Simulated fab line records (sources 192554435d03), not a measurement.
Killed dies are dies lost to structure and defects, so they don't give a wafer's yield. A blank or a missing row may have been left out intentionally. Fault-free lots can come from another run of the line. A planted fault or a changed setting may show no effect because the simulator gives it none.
fab line records | flow n5_finfet
record: lots: 10 | wafers: 28 | last_day: 17
route steps=1938 shown MOL_CONTACT_COAG@619 BEOL_M0_SAQP@638 BEOL_M4@1111
lots with no fault: from the same line, run without faults
start_h: hours from the record's first day to the start of the lot's first wafer shown | wait_h: hours elapsed since this lot's preceding step | " repeats the value in the row above | L1.1+2: one row covering several wafers at once | - either no value or no given start | * or withheld: withheld | < > ~ a bound
route shown NAME@n: NAME is a module with steps in the file, n the number in the route of the first one | usual: mean/standard deviation taken from wafers without a fault | same: alike in all rows | chamber/n: place in a boat | sites: the reading at each site | _std_site: standard deviation of those values | _edge_site: inner sites' mean taken away from outer sites' mean | radius_mm: how far each site lies from the wafer's centre | mask NAME#n: copy n | behind: the tool/chamber that last shaped the wafer | hold: the reason the lot was held/the length of the hold in hours/how it ended | device: the transistor (n, p or np) that didn't switch | end of line: tests run on the same wafers once the route is complete | a step given without rows: its recipe and nothing more | killed: at the first sort, the dies lost to defects and structure; wafer yield is something else | map: shows each die of a wafer: x if killed, . if not, _ if none is there
set.NAME: the setting that was run; set.NAME@STEP: the one run at that earlier step | model.NAME: the simulator's own value behind a step, which no gauge read
the route's steps for a sample of lots (tables are steps, rows are wafers)
services: when a tool's chamber went out of use (start_h, in hours from the record's first day, below 0 if earlier), for how many hours, and the reason
== steps ==
step: N5_MOL_CONTACT_COAG_STRIP_49
recipe: chemistry: N2/H2 | time_s: 30 | power_w: 1000 | temp_c: 250 | pressure_mtorr: withheld | n2_flow_sccm: 1750 | h2_flow_sccm: 3250
usual: drypump_motor_current_A: 6.2/0.36 | heater_power_w: 333/30 | n2_flow_sccm: 1750/4.7 | temp_c: 250.03/0.17
lot.wafer | tool            | chamber | start_h | wait_h | drypump_motor_current_A | heater_power_w | n2_flow_sccm | rf_hours_counter_h | temp_c
L149.2    | plasma_asher-02 | 1       | 113.10  | -      | 5.5                     | 369            | 1758         | 50                 | 249.94
L149.5    | "               | 0       | "       | "      | 6.6                     | 354            | 1754         | -                  | 250.06
L149.6    | "               | 1       | "       | "      | 5.5                     | 375            | 1754         | -                  | 250.04
L150.2    | plasma_asher-01 | 1       | 118.62  | -      | 6.4                     | 298            | 1745         | 93                 | 250.37
L150.4    | "               | 1       | "       | "      | 6.3                     | 290            | 1744         | -                  | 250.41
L150.6    | "               | 0       | "       | "      | 6.3                     | 349            | 1759         | -                  | 250.22
L151.3    | plasma_asher-01 | 0       | 128.75  | -      | 6.3                     | 343            | 1748         | -                  | 249.97
L151.4    | "               | 1       | "       | "      | 6.4                     | 293            | 1745         | -                  | 250.09
L151.6    | "               | 1       | "       | "      | 6.4                     | 291            | 1748         | -                  | 249.68
L156.4    | plasma_asher-01 | 1       | 151.07  | -      | 6.3                     | 292            | 1747         | -                  | 249.94
L156.5    | "               | 0       | "       | "      | 6.3                     | 348            | 1753         | -                  | 249.90
L158.1    | plasma_asher-02 | 1       | 172.30  | -      | 5.5                     | 381            | 1757         | 64                 | 249.79
L158.2    | "               | 0       | "       | "      | 6.5                     | 345            | 1754         | 64                 | 250.15
L158.6    | "               | 0       | "       | "      | 6.5                     | 352            | 1758         | -                  | 250.19
L159.2    | plasma_asher-01 | 1       | 179.01  | -      | 6.4                     | 297            | 1751         | 103                | 249.91
L159.6    | "               | 1       | "       | "      | 6.4                     | 292            | 1746         | -                  | 250.21
L164.2    | plasma_asher-02 | 0       | 204.26  | -      | 6.5                     | 353            | 1747         | 70                 | 250.07
L164.3    | "               | 1       | "       | "      | 5.5                     | 372            | 1749         | -                  | 250.02
L164.6    | "               | 0       | "       | "      | 6.5                     | 360            | 1757         | -                  | 250.11
L166.1    | plasma_asher-01 | 1       | 217.51  | -      | 6.4                     | 294            | 1747         | 111                | 249.89
L166.2    | "               | 0       | "       | "      | 6.3                     | 335            | 1746         | 111                | 250.18
L166.5    | "               | 0       | "       | "      | 6.3                     | 344            | 1751         | -                  | 250.29
L167.1    | plasma_asher-01 | 0       | 223.88  | -      | 6.3                     | 328            | 1747         | 112                | 249.96
L167.5    | "               | 1       | "       | "      | 6.4                     | 294            | 1751         | -                  | 249.97
L167.6    | "               | 0       | "       | "      | 6.3                     | 345            | 1744         | -                  | 250.17
L169.1    | plasma_asher-01 | 1       | 231.28  | -      | 6.4                     | 291            | 1745         | 113                | 249.95
L169.3    | "               | 0       | "       | "      | 6.3                     | 331            | 1749         | -                  | 250.02
L169.4    | "               | 1       | "       | "      | 6.4                     | 284            | 1754         | -                  | 249.99
step: N5_BEOL_M0_SAQP_PECVD_04
recipe: material: a-Si | target_thk_a: 600 | temp_c: 350 | precursor: SiH4/He | pressure_torr: 3 | rf_w: 100 | time_s: 60.2
usual: chamber_pressure_Torr: 3.000/0.0069 | heater_power_w: 634/69 | showerhead_plenum_p_Torr: 5.691/0.027 | showerhead_vpp_V: 641/27 | throttle_valve_pct: 17.9/1.1
lot.wafer | tool     | chamber | start_h | wait_h | chamber_pressure_Torr | heater_power_w | showerhead_plenum_p_Torr | showerhead_vpp_V | throttle_valve_pct
L149.2    | pecvd-01 | 0       | 117.70  | 0.0    | 3.001                 | 531            | 5.713                    | 626              | 19.0
L149.5    | "        | 2       | "       | "      | 2.992                 | 592            | 5.645                    | 667              | 16.5
L149.6    | "        | 0       | "       | "      | 2.988                 | 537            | 5.724                    | 617              | 19.3
L150.2    | pecvd-01 | 2       | 123.93  | 0.0    | 2.999                 | 695            | 5.628                    | 648              | 16.5
L150.4    | "        | 2       | "       | "      | 2.990                 | 709            | 5.646                    | 655              | 16.4
L150.6    | "        | 0       | "       | "      | 2.990                 | 500            | 5.715                    | 620              | 18.9
L151.3    | pecvd-01 | 1       | 134.14  | 0.0    | 3.004                 | 609            | 5.685                    | 610              | 16.6
L151.4    | "        | 2       | "       | "      | 3.003                 | 648            | 5.645                    | 647              | 16.3
L151.6    | "        | 0       | "       | "      | 2.995                 | 540            | 5.715                    | 616              | 18.9
L156.4    | pecvd-04 | 0       | 157.90  | 0.0    | 2.989                 | 593            | 5.723                    | 656              | 18.8
L156.5    | "        | 1       | "       | "      | 2.998                 | 697            | 5.685                    | 671              | 18.1
L158.1    | pecvd-04 | 1       | 178.86  | 0.0    | 3.011                 | 702            | 5.693                    | 669              | 18.4
L158.2    | "        | 0       | "       | "      | 2.999                 | 635            | 5.711                    | 672              | 18.9
L158.6    | "        | 2       | "       | "      | 3.011                 | 664            | 5.704                    | 603              | 17.5
L159.2    | pecvd-01 | 1       | 185.77  | 0.0    | 2.995                 | 682            | 5.680                    | 601              | 17.0
L159.6    | "        | 2       | "       | "      | 3.001                 | 682            | 5.641                    | 653              | 16.7
L164.2    | pecvd-04 | 2       | 209.08  | 0.0    | 3.002                 | 676            | 5.690                    | 615              | 17.6
L164.3    | "        | 0       | "       | "      | 3.004                 | 637            | 5.720                    | 671              | 19.0
L164.6    | "        | 2       | "       | "      | 3.001                 | 672            | 5.698                    | 617              | 17.4
L166.1    | pecvd-04 | 1       | 223.20  | 0.0    | 3.001                 | 681            | 5.697                    | 673              | 18.3
L166.2    | "        | 0       | "       | "      | 2.988                 | 615            | 5.699                    | 681              | 18.7
L166.5    | "        | 0       | "       | "      | 3.000                 | 628            | 5.712                    | 676              | 19.2
L167.1    | pecvd-04 | 0       | 232.53  | 0.0    | 3.003                 | 661            | 5.702                    | 657              | 19.2
L167.5    | "        | 0       | "       | "      | 3.012                 | 663            | 5.729                    | 680              | 19.1
L167.6    | "        | 2       | "       | "      | 2.996                 | 592            | 5.709                    | 610              | 17.6
L169.1    | pecvd-01 | 2       | 236.95  | 0.0    | 2.997                 | 693            | 5.647                    | 646              | 17.0
L169.3    | "        | 1       | "       | "      | 3.007                 | 630            | 5.662                    | 608              | 16.6
L169.4    | "        | 1       | "       | "      | 3.006                 | 645            | 5.663                    | 608              | 16.5
step: N5_BEOL_M0_SAQP_COAT_82
recipe: resist: SiARC | temp_c: 220 | time_s: 60 | spin_rpm: 1500 | resist_thk_nm: 30
usual: heater_power_total_W: 427.6/2.1 | resist_line_temp_C: 23.01/0.087 | run_length_s: 66.22/0.13
lot.wafer | tool           | chamber | start_h | wait_h | heater_power_total_W | resist_line_temp_C | run_length_s
L149.2    | litho_track-02 | 0       | 117.91  | -      | 424.2                | 23.10              | 66.20
L149.5    | "              | 0       | "       | "      | 427.2                | 23.02              | 66.08
L149.6    | "              | 0       | "       | "      | 427.7                | 22.97              | 66.31
L150.2    | litho_track-04 | 0       | 124.20  | -      | 428.6                | 23.02              | 66.26
L150.4    | "              | 0       | "       | "      | 429.4                | 22.91              | 66.08
L150.6    | "              | 0       | "       | "      | 428.6                | 23.07              | 66.05
L151.3    | litho_track-01 | 0       | 134.35  | -      | 431.0                | 23.01              | 66.27
L151.4    | "              | 0       | "       | "      | 429.5                | 23.08              | 66.33
L151.6    | "              | 0       | "       | "      | 428.3                | 23.14              | 66.41
L156.4    | litho_track-04 | 0       | 158.08  | -      | 428.2                | 23.21              | 66.12
L156.5    | "              | 0       | "       | "      | 535.5                | 23.09              | 47.23
L158.1    | litho_track-04 | 0       | 179.07  | -      | 429.6                | 23.06              | 66.01
L158.2    | "              | 0       | "       | "      | 543.0                | 23.13              | 47.52
L158.6    | "              | 0       | "       | "      | 428.9                | 23.01              | 66.19
L159.2    | litho_track-04 | 0       | 185.98  | -      | 541.5                | 22.99              | 47.14
L159.6    | "              | 0       | "       | "      | 424.4                | 23.11              | 66.32
L164.2    | litho_track-01 | 0       | 209.29  | -      | 427.7                | 22.96              | 66.18
L164.3    | "              | 0       | "       | "      | 427.1                | 23.03              | 66.19
L164.6    | "              | 0       | "       | "      | 428.1                | 23.09              | 66.36
L166.1    | litho_track-02 | 0       | 223.41  | -      | 427.5                | 23.04              | 66.25
L166.2    | "              | 0       | "       | "      | 429.4                | 23.06              | 66.32
L166.5    | "              | 0       | "       | "      | 426.6                | 23.09              | 66.16
L167.1    | litho_track-02 | 0       | 232.74  | -      | 428.6                | 23.13              | 66.30
L167.5    | "              | 0       | "       | "      | 425.2                | 23.00              | 66.27
L167.6    | "              | 0       | "       | "      | 428.0                | 22.89              | 66.29
L169.1    | litho_track-04 | 0       | 237.16  | -      | 429.8                | 22.82              | 66.37
L169.3    | "              | 0       | "       | "      | 429.4                | 22.98              | 66.12
L169.4    | "              | 0       | "       | "      | 424.8                | 23.02              | 66.07
step: N5_BEOL_M0_SAQP_DESCUM_19
recipe: chemistry: O2 | time_s: 7.9 | source_power_w: 50 | bias_power_w: 20 | pressure_mtorr: 20 | rf_frequency_hz: 2.712e+07 | temp_c: 40 | resist: CAR-ArF | o2_flow_sccm: 225
usual: bias_power_w: 20.00/0.058 | drypump_motor_current_A: 5.4/0.44 | oes_product_au: 0.80/0.1 | rf_vpp_V: 243.3/1.4 | showerhead_plenum_p_Torr: 2.11/0.078 | temp_c: 39.98/0.12 | throttle_valve_pct: 20.48/0.29
lot.wafer | tool        | chamber | start_h | wait_h | bias_power_w | drypump_motor_current_A | oes_product_au | rf_hours_counter_h | rf_vpp_V | showerhead_plenum_p_Torr | temp_c | throttle_valve_pct
L149.2    | rie_diel-06 | 0       | 118.47  | 0.1    | 19.99        | 4.8                     | 0.75           | 178                | 242.6    | 2.00                     | 39.93  | 20.60
L149.5    | "           | 0       | "       | "      | 19.97        | 4.8                     | 0.76           | -                  | 240.6    | 2.00                     | 40.03  | 20.61
L149.6    | "           | 1       | "       | "      | 19.89        | 5.8                     | 0.99           | -                  | 243.3    | 2.08                     | 39.92  | 20.42
L150.2    | rie_diel-04 | 2       | 124.66  | 0.0    | 20.02        | 5.2                     | 0.90           | 21                 | 243.7    | 2.15                     | 40.04  | 20.14
L150.4    | "           | 0       | "       | "      | 19.84        | 5.6                     | 0.97           | 7                  | 243.3    | 2.13                     | 40.05  | 20.04
L150.6    | "           | 2       | "       | "      | 20.03        | 5.2                     | 0.90           | -                  | 244.6    | 2.15                     | 40.05  | 20.11
L151.3    | rie_diel-06 | 0       | 134.68  | 0.0    | 20.05        | 4.8                     | 0.75           | 183                | 241.1    | 1.99                     | 39.66  | 20.62
L151.4    | "           | 1       | "       | "      | 19.98        | 5.8                     | 0.95           | 6                  | 242.7    | 2.08                     | 39.71  | 20.43
L151.6    | "           | 1       | "       | "      | 20.05        | 5.8                     | 0.95           | -                  | 240.6    | 2.08                     | 39.86  | 20.46
L156.4    | rie_diel-02 | 0       | 158.80  | 0.3    | 20.05        | 5.8                     | 0.97           | 4                  | 245.0    | 2.23                     | 40.07  | 20.17
L156.5    | "           | 3       | "       | "      | 20.00        | 5.9                     | 0.70           | -                  | 244.7    | 2.15                     | 39.84  | 20.81
L158.1    | rie_diel-06 | 3       | 180.25  | 0.8    | 19.93        | 4.8                     | 0.69           | 213                | 243.4    | 2.16                     | 40.06  | 20.52
L158.2    | "           | 0       | "       | "      | 20.04        | 4.8                     | 0.73           | 197                | 241.0    | 1.99                     | 39.92  | 20.64
L158.6    | "           | 3       | "       | "      | 19.99        | 4.8                     | 0.69           | -                  | 244.3    | 2.16                     | 39.85  | 20.53
L159.2    | rie_diel-06 | 0       | 186.44  | 0.0    | 20.02        | 4.8                     | 0.75           | 199                | 241.4    | 1.99                     | 39.84  | 20.64
L159.6    | "           | 0       | "       | "      | 20.06        | 4.8                     | 0.74           | -                  | 240.9    | 1.99                     | 39.90  | 20.63
L164.2    | rie_diel-04 | 0       | 209.63  | 0.0    | 19.99        | 5.6                     | 0.91           | 31                 | 244.5    | 2.12                     | 39.84  | 20.07
L164.3    | "           | 1       | "       | "      | 19.94        | 5.4                     | 0.74           | 165                | 242.3    | 2.10                     | 39.99  | 20.51
L164.6    | "           | 1       | "       | "      | 19.91        | 5.4                     | 0.74           | -                  | 243.9    | 2.10                     | 39.97  | 20.51
L166.1    | rie_diel-04 | 3       | 223.86  | 0.0    | 20.06        | 5.9                     | 0.72           | 220                | 244.5    | 2.18                     | 40.09  | 21.12
L166.2    | "           | 1       | "       | "      | 19.96        | 5.3                     | 0.74           | 169                | 243.1    | 2.10                     | 40.05  | 20.49
L166.5    | "           | 1       | "       | "      | 20.01        | 5.3                     | 0.74           | -                  | 243.3    | 2.10                     | 40.07  | 20.50
L167.1    | rie_diel-06 | 0       | 233.19  | 0.0    | 20.00        | 4.8                     | 0.72           | 215                | 241.0    | 1.98                     | 39.92  | 20.69
L167.5    | "           | 2       | "       | "      | 19.91        | 4.7                     | 0.91           | -                  | 245.1    | 2.20                     | 40.17  | 20.23
L167.6    | "           | 1       | "       | "      | 19.93        | 5.8                     | 0.88           | -                  | 243.2    | 2.07                     | 40.10  | 20.47
L169.1    | rie_diel-04 | 2       | 237.66  | 0.2    | 20.04        | 5.2                     | 0.84           | 54                 | 243.4    | 2.14                     | 39.79  | 20.18
L169.3    | "           | 1       | "       | "      | 19.94        | 5.3                     | 0.74           | 174                | 244.4    | 2.10                     | 40.17  | 20.53
L169.4    | "           | 0       | "       | "      | 20.00        | 5.6                     | 0.90           | 40                 | 244.9    | 2.12                     | 40.12  | 20.08
step: N5_BEOL_M4_RC_MEAS_101
usual: DIBL_N: 36.9/1.6 | DIBL_P: 37.1/2 | IOFF_N: 0.17/0.032 | IOFF_P: 0.22/0.036 | ION_N: 674/12 | ION_P: 463/7.8 | SS_N: 71.7/0.63 | SS_P: 73.5/0.62 | VT_N: 249/3.3 | VT_P: -250/3.5
lot.wafer | tool      | chamber | start_h | wait_h | DIBL_N[mV/V] | DIBL_P[mV/V] | IOFF_N[nA/um] | IOFF_P[nA/um] | ION_N[uA/um] | ION_P[uA/um] | SS_N[mV/dec] | SS_P[mV/dec] | VT_N[mV] | VT_P[mV]
L149.2    | prober-01 | 0       | 185.03  | 0.2    | 37.0         | 37.2         | 0.15          | 0.19          | 652          | 448          | 70.9         | 74.1         | 251      | -257
L149.5    | "         | 0       | "       | "      | 37.6         | 38.0         | 0.16          | 0.21          | 668          | 462          | 71.8         | 74.3         | 252      | -253
L149.6    | "         | 0       | "       | "      | 38.1         | 38.1         | 0.16          | 0.20          | 663          | 453          | 71.5         | 73.8         | 252      | -253
L150.2    | prober-01 | 0       | 195.17  | 0.2    | 38.6         | 39.4         | 0.20          | 0.29          | 679          | 469          | 71.8         | 74.3         | 247      | -246
L150.4    | "         | 0       | "       | "      | 36.9         | 39.0         | 0.18          | 0.29          | 689          | 474          | 72.1         | 73.9         | 249      | -246
L150.6    | "         | 0       | "       | "      | 35.1         | 35.2         | 0.14          | 0.21          | 664          | 464          | 71.2         | 73.3         | 252      | -248
L151.3    | prober-01 | 0       | 206.15  | 0.3    | 34.7         | 36.2         | 0.13          | 0.19          | 656          | 462          | 70.8         | 73.8         | 253      | -251
L151.4    | "         | 0       | "       | "      | 38.3         | 39.0         | 0.18          | 0.22          | 672          | 457          | 72.0         | 74.0         | 249      | -251
L151.6    | "         | 0       | "       | "      | 35.0         | 35.9         | 0.14          | 0.18          | 665          | 463          | 70.9         | 73.2         | 251      | -252
L156.4    | prober-02 | 0       | 229.60  | 0.7    | 35.6         | 38.5         | 0.16          | 0.23          | 687          | 467          | 70.9         | 73.9         | 250      | -251
L156.5    | "         | 0       | "       | "      | 38.5         | 39.7         | 0.21          | 0.26          | 678          | 465          | 71.1         | 74.3         | 249      | -250
L158.1    | prober-02 | 0       | 240.17  | 0.0    | 39.5         | 37.4         | 0.17          | 0.19          | 668          | 444          | 72.3         | 73.3         | 248      | -253
L158.2    | "         | 0       | "       | "      | 39.5         | 37.6         | 0.18          | 0.20          | 687          | 466          | 72.0         | 74.1         | 247      | -252
L158.6    | "         | 0       | "       | "      | 37.1         | 34.6         | 0.13          | 0.15          | 661          | 450          | 71.7         | 72.9         | 255      | -258
L159.2    | prober-01 | 0       | 249.72  | 0.2    | 33.2         | 33.8         | 0.11          | 0.13          | 658          | 451          | 71.9         | 72.2         | 258      | -257
L159.6    | "         | 0       | "       | "      | 34.9         | 36.9         | 0.14          | 0.17          | 664          | 457          | 71.5         | 72.2         | 252      | -254
L164.2    | prober-02 | 0       | 279.41  | 0.2    | 38.5         | 38.4         | 0.20          | 0.23          | 671          | 458          | 72.4         | 73.7         | 248      | -248
L164.3    | "         | 0       | "       | "      | 36.6         | 36.3         | 0.16          | 0.20          | 654          | 453          | 72.5         | 73.3         | 250      | -252
L164.6    | "         | 0       | "       | "      | 36.5         | 35.3         | 0.15          | 0.18          | 653          | 446          | 72.2         | 72.3         | 254      | -254
L166.1    | prober-01 | 0       | 280.97  | 0.1    | 36.1         | 33.3         | 0.14          | 0.20          | 668          | 458          | 70.9         | 72.6         | 251      | -249
L166.2    | "         | 0       | "       | "      | 41.5         | 40.4         | 0.26          | 0.34          | 700          | 481          | 71.9         | 74.8         | 243      | -241
L166.5    | "         | 0       | "       | "      | 36.2         | 33.7         | 0.14          | 0.20          | 674          | 465          | 71.4         | 72.5         | 251      | -247
L167.1    | prober-02 | 0       | 298.40  | 0.0    | 38.9         | 36.3         | 0.19          | 0.25          | 672          | 465          | 73.1         | 74.1         | 250      | -247
L167.5    | "         | 0       | "       | "      | 36.9         | 34.8         | 0.15          | 0.23          | 674          | 463          | 71.7         | 74.1         | 251      | -249
L167.6    | "         | 0       | "       | "      | 35.1         | 33.3         | 0.13          | 0.20          | 666          | 462          | 71.1         | 73.0         | 253      | -250
L169.1    | prober-01 | 0       | 302.13  | 0.0    | 36.7         | 34.9         | 0.18          | 0.25          | 682          | 472          | 71.2         | 73.7         | 246      | -246
L169.3    | "         | 0       | "       | "      | 35.1         | 32.2         | 0.14          | 0.20          | 667          | 464          | 71.7         | 72.9         | 253      | -249
L169.4    | "         | 0       | "       | "      | 38.2         | 36.6         | 0.19          | 0.27          | 673          | 466          | 72.0         | 73.8         | 248      | -245
== services ==
tool            | chamber | start_h | hours | kind
rie_diel-06     | 1       | 102.57  | -     | clean
rie_diel-06     | 1       | 102.57  | -     | consumable_replace:focus_ring
rie_diel-06     | 1       | 102.57  | 14.9  | scheduled_down
rie_diel-06     | 1       | 102.57  | 14.9  | vent_cycle
rie_diel-04     | 0       | 102.72  | 19.0  | repair
pecvd-01        | 1       | 122.09  | 4.4   | repair
rie_diel-02     | 0       | 132.05  | -     | clean
rie_diel-02     | 0       | 132.05  | -     | consumable_replace:focus_ring
rie_diel-02     | 0       | 132.05  | -     | consumable_replace:showerhead
rie_diel-02     | 0       | 132.05  | 15.5  | scheduled_down
rie_diel-02     | 0       | 132.05  | 15.5  | vent_cycle
pecvd-04        | -       | 151.02  | 2.8   | pm
plasma_asher-01 | -       | 162.82  | 9.0   | repair
rie_diel-06     | 2       | 164.59  | -     | clean
rie_diel-06     | 2       | 164.59  | -     | consumable_replace:focus_ring
rie_diel-06     | 2       | 164.59  | -     | consumable_replace:showerhead
rie_diel-06     | 2       | 164.59  | 32.4  | scheduled_down
rie_diel-06     | 2       | 164.59  | 32.4  | vent_cycle
pecvd-04        | 1       | 186.84  | 5.5   | scheduled_down
rie_diel-04     | -       | 189.90  | 2.8   | pm
plasma_asher-01 | -       | 196.37  | 0.5   | repair
plasma_asher-02 | -       | 198.79  | 0.5   | repair
rie_diel-06     | 1       | 224.30  | 2.0   | repair
pecvd-04        | -       | 226.86  | 0.3   | repair
== key ==
first_sign: step: N5_BEOL_M0_SAQP_COAT_82 | reading: run_length_s | direction: down | sigmas: 99+ | usual: * | struck: *
effect: step: N5_BEOL_M0_SAQP_COAT_82 | reading: heater_power_total_W | direction: up | sigmas: 53 | usual: * | struck: *
met_at N5_BEOL_M0_SAQP_COAT_82
struck_lots L156,L158,L159
struck_wafers L156.5,L158.2,L159.2
not_acting_at N5_MOL_CONTACT_COAG_STRIP_49,N5_BEOL_M0_SAQP_PECVD_04,N5_BEOL_M0_SAQP_DESCUM_19
onset_between 124.20 158.08
fault: kind: process_parameter_drift | tool: litho_track-04 | chamber: - | onset_h: 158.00 | steps: N5_BEOL_M0_SAQP_COAT_82 | channel: time_s | offset: * | shape: step | end_h: 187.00 | scope: struck_wafers_only | acts_in: * | stated: *
